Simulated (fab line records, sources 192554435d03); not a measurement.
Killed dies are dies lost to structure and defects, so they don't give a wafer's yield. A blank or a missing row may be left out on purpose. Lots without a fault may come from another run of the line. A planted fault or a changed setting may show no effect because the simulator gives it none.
Which tool did it? | flow n5_finfet | 12 lots, 36 wafers sampled, at 1 step of a route of 1938

WHAT THE GAUGES READ, wafer by wafer
N5_BEOL_M3_CD_MEAS_35: target cd 18 nm, target cd y 21 nm.
lot  | measured     | on        | cd_nm (nm)
L075 | day 7 12:16  | cd_sem-01 | 17.2 17.7 17.0
L078 | day 8 05:31  | cd_sem-03 | 18.7 17.1 17.8
L079 | day 8 20:22  | cd_sem-01 | 17.9 18.4 18.1
L080 | day 9 13:57  | cd_sem-01 | 17.9 18.0 18.2
L083 | day 9 19:26  | cd_sem-01 | 17.6 17.7 17.8
L086 | day 10 05:32 | cd_sem-01 | 17.6 18.0 18.4
L087 | day 10 10:44 | cd_sem-01 | 18.2 17.7 17.8
L089 | day 11 02:41 | cd_sem-02 | 17.8 18.3 18.5
L091 | day 11 16:07 | cd_sem-01 | 16.9 17.9 17.0
L095 | day 12 08:35 | cd_sem-02 | 18.5 17.5 17.6
L094 | day 12 19:05 | cd_sem-02 | 17.8 18.3 17.6
L097 | day 12 23:48 | cd_sem-02 | 18.1 18.3 18.8

WHICH TOOL RAN EACH LOT (tool, then ch and the chambers of the sampled wafers, then the start)
The record holds no process step before these readings.

THE ANSWER, worked out from the rows above alone
Rule: what is usual is taken from the lots themselves. Put in order of their means at a reading, lots are off if they are a third of the lots or fewer, leave a main group of 4 or more, and stand apart from it by a gap of 3 or more times the standard deviation of the main group's means; of several such gaps the widest counts. A main group whose means are all the same, to the digits that the tables above print for the reading, isn't used. A lot without any number at a reading at which 4 lots or more have one is off too. The other lots that the step has rows for count as sound.
No lot is off at any reading shown: from this, nothing can be told.

WHAT THE SIMULATOR HAD PUT IN
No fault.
